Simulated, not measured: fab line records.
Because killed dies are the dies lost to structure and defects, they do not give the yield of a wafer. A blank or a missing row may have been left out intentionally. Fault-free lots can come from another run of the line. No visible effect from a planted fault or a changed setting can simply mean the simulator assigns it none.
fab line records ; flow n5_finfet
record lots=3; wafers=9; last_day=17
route steps=1938 shown MOL_CONTACT_COAG@587 BEOL_M4@1111 PASSIVATION@1936
lots that met no fault: taken from a fault-free run of the same line
start_h: hours from the record's opening day to when the first of the lot's shown wafers began ; wait_h: hours since the lot's step before ; " the same as in the row above ; L1.1+2: a single row standing in for several wafers ; - no value, or no start given ; * or withheld: withheld ; < > ~ a bound
route shown NAME@n: a module of which the file shows steps, and the number in the route of the first ; usual: mean/standard deviation of fault-free wafers ; same: alike in all rows ; chamber/n: place in a boat ; sites: per-site readings ; _std_site: the standard deviation of these ; _edge_site: inner sites' mean taken away from outer sites' mean ; radius_mm: how far each site lies from the wafer's centre ; mask NAME#n: copy n ; behind: the last tool/chamber to shape the wafer ; hold: the reason the lot was held/the length of the hold in hours/how it ended ; device: whichever transistor did not switch (one of n, p or np) ; end of line: the same wafers' tests at the end of the route ; for a step that has no rows: nothing shown but its recipe ; killed: count of dies lost to structure and defects at first sort (not the wafer's yield) ; map: a wafer's dies, marking killed ones x, the rest . and places with no die _
set.NAME: setting as actually run; set.NAME@STEP: the setting as run at that earlier step ; model.NAME: the simulator's own value behind a step, which no gauge read
lots seen at some steps along the route; tables by step, rows by wafer
services: from which hour (start_h, from the record's first day; less than 0 if before it) a tool's chamber was out of use, for how many hours, and why
## steps
# step N5_MOL_CONTACT_COAG_STRIP_96
# recipe chemistry=N2/H2; power_w=500; temp_c=40; pressure_mtorr=50; rf_frequency_hz=6e+07; overash_fraction=0.3; bias_power_w=28; h2_frac=0.5; n2_flow_sccm=300; h2_flow_sccm=300
# step N5_MOL_CONTACT_COAG_ETCH_47
# recipe chemistry=CH3F/O2; target=SiNx; target_depth_a=270; mask_material=SiO2; stop_on=W; over_etch_frac=0.2; ion_energy_ev=120; endpoint=OES-CN; pressure_mtorr=30; source_w=395; bias_w=73; Ar_flow_sccm=150; CH3F_flow_sccm=30; O2_flow_sccm=20; ends=end_point
# step N5_MOL_CONTACT_COAG_STRIP_119
# recipe chemistry=N2/H2; time_s=30; power_w=1000; temp_c=250; pressure_mtorr=withheld; n2_flow_sccm=1750; h2_flow_sccm=3250
# step N5_MOL_CONTACT_COAG_PRECLEAN_144
# recipe chemistry=alkaline_clean; temp_c=60; time_s=60; do_ppb=50
# step N5_MOL_CONTACT_COAG_SRD_145
# recipe dry=ipa_marangoni; time_s=30; temp_c=23; rinse_liquid=diw
# step N5_MOL_CONTACT_COAG_COAT_62
# recipe resist=SOC; temp_c=250; time_s=60; spin_rpm=1500; resist_thk_nm=60
# step N5_MOL_CONTACT_COAG_COAT_63
# recipe resist=SiARC; temp_c=220; time_s=60; spin_rpm=1500; resist_thk_nm=10
# step N5_MOL_CONTACT_COAG_COAT_64
# recipe resist=underlayer; temp_c=205; time_s=60; spin_rpm=1500; resist_thk_nm=10
# step N5_MOL_CONTACT_COAG_COAT_34
# recipe resist=CAR-EUV; spin_rpm=1500; resist_thk_nm=40
# step N5_MOL_CONTACT_COAG_EBR_36
# recipe solvent=PGMEA; ebr_width_mm=1.5
# step N5_MOL_CONTACT_COAG_SOFTBAKE_35
# recipe temp_c=110; time_s=60; resist=CAR-EUV
# step N5_MOL_CONTACT_COAG_EXPOSE_37
# recipe mask_id=VD; na=0.33; source_shape=annular; sigma_inner=0.3; sigma_outer=0.7; polarization=unpolarized; defocus_nm=0; dose_mj=62
# usual exposure_dose_mJ_cm2=61.83/0.074
# same na=0.33
lot.wafer;tool;chamber;start_h;wait_h;mask;exposure_dose_mJ_cm2
L670.3;euv_scanner-01;0;150.90;-;VD#0;61.83
L670.4;euv_scanner-01;0;150.90;-;VD#0;61.95
L670.6;euv_scanner-01;0;150.90;-;VD#0;61.92
L671.1;euv_scanner-02;0;161.58;-;VD#0;61.83
L671.3;euv_scanner-02;0;161.58;-;VD#0;61.86
L671.6;euv_scanner-02;0;161.58;-;VD#0;61.84
L683.1;euv_scanner-01;0;232.56;-;VD#0;68.19
L683.3;euv_scanner-01;0;232.56;-;VD#0;68.24
L683.5;euv_scanner-01;0;232.56;-;VD#0;68.24
# step N5_MOL_CONTACT_COAG_PEB_38
# recipe peb_temp_c=100; peb_time_s=60; resist=CAR-EUV
# step N5_MOL_CONTACT_COAG_DEVELOP_39
# recipe develop_time_s=30; developer=TMAH; resist=CAR-EUV; rinse_liquid=surfactant_rinse; dry=air_spin; dev_temp_c=23
# step N5_MOL_CONTACT_COAG_CD_MEAS_40
# recipe target_cd_nm=25.1; landing_energy_ev=500; detector=se_inlens; polarity=opening
# usual cd_nm=25.08/0.25
lot.wafer;tool;chamber;start_h;wait_h;cd_nm
L670.3;cd_sem-02;0;151.03;-;25.09
L670.4;cd_sem-02;0;151.03;-;25.25
L670.6;cd_sem-02;0;151.03;-;24.91
L671.1;cd_sem-03;0;161.72;-;24.89
L671.3;cd_sem-03;0;161.72;-;25.14
L671.6;cd_sem-03;0;161.72;-;25.39
L683.1;cd_sem-01;0;232.70;-;18.81
L683.3;cd_sem-01;0;232.70;-;18.07
L683.5;cd_sem-01;0;232.70;-;17.74
# step N5_MOL_CONTACT_COAG_DESCUM_45
# recipe chemistry=O2; time_s=7; source_power_w=50; bias_power_w=20; pressure_mtorr=20; rf_frequency_hz=2.712e+07; temp_c=40; resist=CAR-EUV; o2_flow_sccm=225
# step N5_MOL_CONTACT_COAG_ETCH_65
# recipe chemistry=N2/H2; target=underlayer; target_depth_a=130; mask_material=CAR-EUV; time_s=10.4; ion_energy_ev=200; pressure_mtorr=30; source_w=840; bias_w=150; n2_flow_sccm=200; h2_flow_sccm=200; ends=cleared
# step N5_MOL_CONTACT_COAG_ETCH_66
# recipe chemistry=CF4; target=SiARC; target_depth_a=130; mask_material=CAR-EUV; time_s=21.7; ion_energy_ev=80; pressure_mtorr=40; source_w=545; bias_w=36; Ar_flow_sccm=100; cf4_flow_sccm=100; ends=cleared
# step N5_MOL_CONTACT_COAG_ALD_133
# recipe material=SiO2; target_thk_a=50; temp_c=100; ald_precursor_family=BDEAS; ald_co_reactant=O2-plasma; pulse_time_s=1; co_reactant_pulse_time_s=1; purge_time_s=2; co_reactant_purge_time_s=2; ald_cycles=35; pressure_torr=2
# step N5_MOL_CONTACT_COAG_ETCHBACK_134
# recipe chemistry=CHF3; target=SiO2; target_depth_a=100; time_s=6.7; ion_energy_ev=200; pressure_mtorr=30; source_w=610; bias_w=170; Ar_flow_sccm=200; CHF3_flow_sccm=50
# step N5_MOL_CONTACT_COAG_ETCH_67
# recipe chemistry=N2/H2; target=SOC; target_depth_a=600; overetch_a=210; mask_material=SiARC; temp_c=40; time_s=101.2; ion_energy_ev=200; pressure_mtorr=30; source_w=840; bias_w=150; n2_flow_sccm=200; h2_flow_sccm=200
# step N5_MOL_CONTACT_COAG_STRIP_68
# recipe chemistry=N2/H2; temp_c=40; n2_flow_sccm=200; h2_flow_sccm=200; rf_frequency_hz=6e+07
# step N5_MOL_CONTACT_COAG_STRIP_69
# recipe chemistry=N2/H2; temp_c=40; n2_flow_sccm=200; h2_flow_sccm=200; rf_frequency_hz=6e+07
# step N5_MOL_CONTACT_COAG_ETCHBACK_136
# recipe chemistry=CHF3; target=SiO2; target_depth_a=250; time_s=16.7; ion_energy_ev=200; pressure_mtorr=30; source_w=610; bias_w=170; Ar_flow_sccm=200; CHF3_flow_sccm=50
# step N5_MOL_CONTACT_COAG_STRIP_120
# recipe chemistry=CHF3; resist=SiARC; rf_frequency_hz=6e+07
# step N5_MOL_CONTACT_COAG_VIA_ETCH_117
# recipe chemistry=C4F6/O2; target_depth_a=400; overetch_a=80; mask_material=SOC; target=SiO2; bias_w=455; pressure_mtorr=10; time_s=26; source_w=325; Ar_flow_sccm=300; C4F6_flow_sccm=10; O2_flow_sccm=10; ion_energy_ev=575.3; ends=end_point
# step N5_MOL_CONTACT_COAG_ETCH_124
# recipe chemistry=CH3F/O2; target=SiNx; target_depth_a=65; mask_material=SOC; stop_on=SiOC; over_etch_frac=0.3; ion_energy_ev=120; pressure_mtorr=30; source_w=395; bias_w=73; Ar_flow_sccm=150; CH3F_flow_sccm=30; O2_flow_sccm=20; ends=end_point
# step N5_MOL_CONTACT_COAG_ETCH_48
# recipe chemistry=C4F6/O2; target_depth_a=150; overetch_a=45; mask_material=SOC; target=SiOC; bias_w=465; pressure_mtorr=10; time_s=17; source_w=335; Ar_flow_sccm=300; C4F6_flow_sccm=10; O2_flow_sccm=10; ion_energy_ev=576
# step N5_MOL_CONTACT_COAG_STRIP_72
# recipe chemistry=N2/H2; power_w=450; temp_c=40; pressure_mtorr=20; rf_frequency_hz=6e+07; overash_fraction=3; bias_power_w=7; h2_frac=0.5; n2_flow_sccm=200; h2_flow_sccm=200
# step N5_MOL_CONTACT_COAG_STRIP_49
# recipe chemistry=N2/H2; time_s=30; power_w=1000; temp_c=250; pressure_mtorr=withheld; n2_flow_sccm=1750; h2_flow_sccm=3250
# step N5_MOL_CONTACT_COAG_PRECLEAN_138
# recipe chemistry=alkaline_clean; temp_c=60; time_s=60; do_ppb=50
# step N5_MOL_CONTACT_COAG_SRD_139
# recipe dry=ipa_marangoni; time_s=30; temp_c=23; rinse_liquid=diw
# step N5_MOL_CONTACT_COAG_CD_MEAS_101
# recipe target_cd_nm=16
# usual cd_nm=16.0/0.38
lot.wafer;tool;chamber;start_h;wait_h;cd_nm
L670.3;cd_sem-02;-;152.00;0.0;16.0
L670.4;cd_sem-02;-;152.00;0.0;15.9
L670.6;cd_sem-02;-;152.00;0.0;17.2
L671.1;cd_sem-03;-;162.88;0.0;15.9
L671.3;cd_sem-03;-;162.88;0.0;15.9
L671.6;cd_sem-03;-;162.88;0.0;15.9
L683.1;cd_sem-02;-;233.80;0.0;10.9
L683.3;cd_sem-02;-;233.80;0.0;8.3
L683.5;cd_sem-02;-;233.80;0.0;9.2
# step N5_MOL_CONTACT_COAG_PRE_CLEAN_121
# recipe gas=H2/He; time_s=*; temp_c=withheld
# step N5_BEOL_M4_RC_MEAS_101
# usual DIBL_N=36.7/2.4; DIBL_P=37.4/2.9; IOFF_N=0.18/0.05; IOFF_P=0.23/0.058; ION_N=683/16; ION_P=467/11; SS_N=71.7/0.77; SS_P=73.5/0.87; VT_N=249/4.3; VT_P=-250/4.4
lot.wafer;tool;chamber;start_h;wait_h;DIBL_N[mV/V];DIBL_P[mV/V];IOFF_N[nA/um];IOFF_P[nA/um];ION_N[uA/um];ION_P[uA/um];SS_N[mV/dec];SS_P[mV/dec];VT_N[mV];VT_P[mV]
L670.3;prober-01;0;216.41;0.3;36.3;35.3;0.16;0.23;666;463;71.4;73.6;252;-247
L670.4;prober-01;0;216.41;0.3;38.7;38.6;0.22;0.29;695;478;71.9;74.1;243;-245
L670.6;prober-01;0;216.41;0.3;38.0;37.9;0.19;0.27;698;487;72.1;74.4;247;-242
L671.1;prober-01;0;224.21;0.0;35.2;34.6;0.12;0.15;669;453;71.3;72.5;255;-260
L671.3;prober-01;0;224.21;0.0;36.8;37.6;0.15;0.18;673;454;71.0;72.8;249;-256
L671.6;prober-01;0;224.21;0.0;38.6;39.5;0.20;0.21;700;474;71.6;74.0;246;-253
# step N5_PASSIVATION_PROBE_49
# usual defect_limited_yield=91.4/1.6; killed_at_M0_to_M3=31/11; killed_at_M4_up=14/5.7; killed_at_contacts=12/6; killed_at_front_end=41/13; killed_at_other=3.3/2.8; killed_dies=101/19; killed_on_rim=13/3.9; killed_open=67/14; killed_short=33/8.2; sort_bin_5_function=5.0/1.1; sort_bin_6_memory=3.3/0.74; sort_n_pass=1078/20; sort_yield_pct=91.3/1.7
# same gross_dies=1180; killed_at_back_side=0; sort_bin_4_leakage[%]=0; sort_bin_8_speed[%]=0
lot.wafer;tool;chamber;start_h;wait_h;defect_limited_yield[%];killed_at_M0_to_M3;killed_at_M4_up;killed_at_contacts;killed_at_front_end;killed_at_other;killed_dies;killed_on_rim;killed_open;killed_short;sort_bin_5_function[%];sort_bin_6_memory[%];sort_n_pass;sort_yield_pct[%]
L670.3;prober-01;-;311.14;0.1;91.1;33;17;22;33;0;105;15;61;40;5.6;3.2;1075;91.1
L670.4;prober-01;-;311.19;0.2;92.2;23;12;14;42;1;92;8;65;26;4.5;3.1;1088;92.2
L670.6;prober-01;-;311.29;0.3;91.8;33;11;12;37;4;97;15;70;21;4.2;3.3;1083;91.8
L671.1;prober-01;-;324.56;0.0;91.5;34;12;3;48;3;100;13;69;30;5.1;3.2;1080;91.5
L671.3;prober-01;-;324.66;0.1;91.4;27;9;5;58;2;101;14;58;43;5.3;3.0;1079;91.4
L671.6;prober-01;-;324.81;0.3;89.9;33;12;5;67;2;119;18;75;42;5.7;3.8;1061;89.9
L683.1;prober-02;-;405.17;0.0;0;35;10;1083;51;1;1180;152;72;42;6.0;3.9;0;0
L683.3;prober-02;-;405.27;0.1;0;26;10;1109;34;1;1180;152;52;23;5.9;2.4;0;0
L683.5;prober-02;-;405.37;0.2;0;27;9;1087;57;0;1180;152;74;32;6.8;2.8;0;0
# killed by level:class
L670.3 MOL_CONTACT_COAG:geometric_particle:open=16 BEOL_M0_SAQP:geometric_particle:short=11 BEOL_M0_SAQP:geometric_particle:open=7 FIN_SAQP:geometric_particle:open=6 MOL_CONTACT_COAG:geometric_particle:short=6 BEOL_M3:geometric_particle:open=6 BEOL_M4:geometric_particle:open=5 STI_FIN_REVEAL:geometric_particle:open=4
L670.4 FIN_SAQP:geometric_particle:open=17 MOL_CONTACT_COAG:geometric_particle:open=13 BEOL_M0_SAQP:geometric_particle:short=10 BEOL_M0_SAQP:geometric_particle:open=7 BEOL_M4:geometric_particle:open=6 GATE_CUT:geometric_particle:short=5 STARTING-WAFER:geometric_particle:open=5 STI_FIN_REVEAL:geometric_particle:open=4
L670.6 BEOL_M0_SAQP:geometric_particle:open=16 STI_FIN_REVEAL:geometric_particle:open=14 MOL_CONTACT_COAG:geometric_particle:open=11 BEOL_M0_SAQP:geometric_particle:short=10 HKMG_FIN:area_etch=4 FIN_SAQP:geometric_particle:open=3 BEOL_M0:geometric_particle:open=3 BEOL_M4:geometric_particle:open=3
L671.1 FIN_SAQP:geometric_particle:open=12 BEOL_M0_SAQP:geometric_particle:open=11 STI_FIN_REVEAL:geometric_particle:open=10 BEOL_M0_SAQP:geometric_particle:short=8 BEOL_M1:geometric_particle:open=7 FIN_SAQP:geometric_particle:short=6 BEOL_M4:geometric_particle:open=6 GATE_CUT:geometric_particle:short=4
L671.3 FIN_SAQP:geometric_particle:open=18 FIN_SAQP:geometric_particle:short=15 BEOL_M2:geometric_particle:open=9 STI_FIN_REVEAL:geometric_particle:open=8 BEOL_M0_SAQP:geometric_particle:short=8 STI_FIN_REVEAL:geometric_particle:short=5 MOL_CONTACT_COAG:geometric_particle:open=4 BEOL_M4:geometric_particle:open=4
L671.6 STI_FIN_REVEAL:geometric_particle:open=14 FIN_SAQP:geometric_particle:open=12 FIN_SAQP:geometric_particle:short=12 BEOL_M1:geometric_particle:open=6 BEOL_M2:geometric_particle:open=6 GATE_CUT:geometric_particle:short=6 MOL_CONTACT_COAG:geometric_particle:open=5 BEOL_M0_SAQP:geometric_particle:short=5
L683.1 MOL_CONTACT_COAG:area_expose=1066 FIN_SAQP:geometric_particle:open=16 MOL_CONTACT_COAG:geometric_particle:open=15 BEOL_M0_SAQP:geometric_particle:short=15 FIN_SAQP:geometric_particle:short=13 BEOL_M0_SAQP:geometric_particle:open=10 STI_FIN_REVEAL:geometric_particle:open=5 BEOL_M3:geometric_particle:open=5
L683.3 MOL_CONTACT_COAG:area_expose=1104 FIN_SAQP:geometric_particle:open=17 BEOL_M2:geometric_particle:open=8 FIN_SAQP:geometric_particle:short=5 BEOL_M0_SAQP:geometric_particle:short=5 BEOL_M0_SAQP:geometric_particle:open=4 BEOL_M1:geometric_particle:open=3 MOL_CONTACT_COAG:geometric_particle:open=3
L683.5 MOL_CONTACT_COAG:area_expose=1074 FIN_SAQP:geometric_particle:open=14 MOL_CONTACT_COAG:geometric_particle:open=12 FIN_SAQP:geometric_particle:short=11 BEOL_M0_SAQP:geometric_particle:open=9 STI_FIN_REVEAL:geometric_particle:open=8 BEOL_M0_SAQP:geometric_particle:short=8 BEOL_M4:geometric_particle:open=6
# map L683.1 (x killed, . not)
_________________xxxxxxxxxxxx________________
______________xxxxxxxxxxxxxxxxxx_____________
___________xxxxxxxxxxxxxxxxxxxxxxxx__________
__________xxxxxxxxxxxxxxxxxxxxxxxxxx_________
________xxxxxxxxxxxxxxxxxxxxxxxxxxxxxx_______
_______xxxxxxxxxxxxxxxxxxxxxxxxxxxxxxxx______
______xxxxxxxxxxxxxxxxxxxxxxxxxxxxxxxxxx_____
_____xxxxxxxxxxxxxxxxxxxxxxxxxxxxxxxxxxxx____
____xxxxxxxxxxxxxxxxxxxxxxxxxxxxxxxxxxxxxx___
___xxxxxxxxxxxxxxxxxxxxxxxxxxxxxxxxxxxxxxxx__
___xxxxxxxxxxxxxxxxxxxxxxxxxxxxxxxxxxxxxxxx__
__xxxxxxxxxxxxxxxxxxxxxxxxxxxxxxxxxxxxxxxxxx_
__xxxxxxxxxxxxxxxxxxxxxxxxxxxxxxxxxxxxxxxxxx_
_xxxxxxxxxxxxxxxxxxxxxxxxxxxxxxxxxxxxxxxxxxxx
_xxxxxxxxxxxxxxxxxxxxxxxxxxxxxxxxxxxxxxxxxxxx
_xxxxxxxxxxxxxxxxxxxxxxxxxxxxxxxxxxxxxxxxxxxx
_xxxxxxxxxxxxxxxxxxxxxxxxxxxxxxxxxxxxxxxxxxxx
_xxxxxxxxxxxxxxxxxxxxxxxxxxxxxxxxxxxxxxxxxxxx
_xxxxxxxxxxxxxxxxxxxxxxxxxxxxxxxxxxxxxxxxxxxx
_xxxxxxxxxxxxxxxxxxxxxxxxxxxxxxxxxxxxxxxxxxxx
_xxxxxxxxxxxxxxxxxxxxxxxxxxxxxxxxxxxxxxxxxxxx
__xxxxxxxxxxxxxxxxxxxxxxxxxxxxxxxxxxxxxxxxxx_
__xxxxxxxxxxxxxxxxxxxxxxxxxxxxxxxxxxxxxxxxxx_
___xxxxxxxxxxxxxxxxxxxxxxxxxxxxxxxxxxxxxxxx__
___xxxxxxxxxxxxxxxxxxxxxxxxxxxxxxxxxxxxxxxx__
____xxxxxxxxxxxxxxxxxxxxxxxxxxxxxxxxxxxxxx___
_____xxxxxxxxxxxxxxxxxxxxxxxxxxxxxxxxxxxx____
______xxxxxxxxxxxxxxxxxxxxxxxxxxxxxxxxxx_____
_______xxxxxxxxxxxxxxxxxxxxxxxxxxxxxxxx______
________xxxxxxxxxxxxxxxxxxxxxxxxxxxxxx_______
__________xxxxxxxxxxxxxxxxxxxxxxxxxx_________
___________xxxxxxxxxxxxxxxxxxxxxxxx__________
______________xxxxxxxxxxxxxxxxxx_____________
_________________xxxxxxxxxxxx________________
# map L670.3 (x killed, . not)
_________________............________________
______________.................x_____________
___________........xx.x............__________
__________.....x........xx.........._________
________x.............x.....x........._______
_______...........xx..x...............x______
______.............x...................._____
_____..............x............x...x....____
____........x.......................x.....___
___.......................x.....xx..x....x.__
___.........x..............x.x.............__
__.....x.....x.............x........x......._
__...x....xx..............x.........x.....x._
_.x..x...............x.........x.............
_.........................x...........xx..x..
_x.......................x............x......
_................x...........xxx.............
_..........................x...........xx...x
_x...x........xx..........x..................
_........x...................................
_.......................x....................
__..x....................x......x....x......_
__.....x...................................._
___x.....xx.....................x........xx__
___.x..........x...x.......x.x.............__
____.x............x.x.......x.............___
_____....x.........xx.x..................____
______...x......x.x.....x...xx.........._____
_______....x..........x................______
________.................x.....x......_______
__________.....................xx..._________
___________.................x..x...__________
______________x....x............_____________
_________________..........x.________________
## services
tool;chamber;start_h;hours;kind
euv_scanner-02;-;150.66;0.3;repair
euv_scanner-02;-;154.38;1.0;pm
euv_scanner-01;-;170.35;0.8;repair
euv_scanner-01;-;173.14;1.0;pm
euv_scanner-02;0;183.72;-;calibration
euv_scanner-02;-;202.43;0.7;repair
euv_scanner-02;-;210.53;1.0;pm
euv_scanner-01;0;212.90;-;calibration
euv_scanner-01;-;217.40;0.2;repair
euv_scanner-01;-;229.29;1.0;pm
## key
first_sign step=N5_MOL_CONTACT_COAG_EXPOSE_37; reading=exposure_dose_mJ_cm2; direction=up; sigmas=87; usual=61.83; struck=68.22
effect step=N5_MOL_CONTACT_COAG_CD_MEAS_40; reading=cd_nm; direction=down; sigmas=27; usual=25.08; struck=18.21; through=control_loop
effect step=N5_MOL_CONTACT_COAG_CD_MEAS_101; reading=cd_nm; direction=down; sigmas=17; usual=16.0; struck=9.5; through=control_loop
effect step=N5_PASSIVATION_PROBE_49; reading=killed_at_contacts; direction=up; sigmas=99+; usual=12; struck=1093
more_kills_born_at N5_MOL_CONTACT_COAG_EXPOSE_37@euv_scanner-01=3244
met_at N5_MOL_CONTACT_COAG_EXPOSE_37
struck_wafers L683.1,L683.3,L683.5
later_rows_left_out L683.1,L683.3,L683.5
loop_trim step=N5_MOL_CONTACT_COAG_EXPOSE_37; setting=dose; lots=L683
onset_between 150.90 232.56
fault kind=process_parameter_drift; tool=euv_scanner-01; chamber=-; onset_h=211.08; steps=N5_MOL_CONTACT_COAG_EXPOSE_37; channel=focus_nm; offset=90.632; spread_by_wafer=0.3; shape=step; end_h=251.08
# later_rows_left_out: the simulator's readings of these wafers behind a module that went badly wrong aren't trusted and aren't shown, but for the sort
# loop_trim: a control loop set the setting to another value than it would have without faults
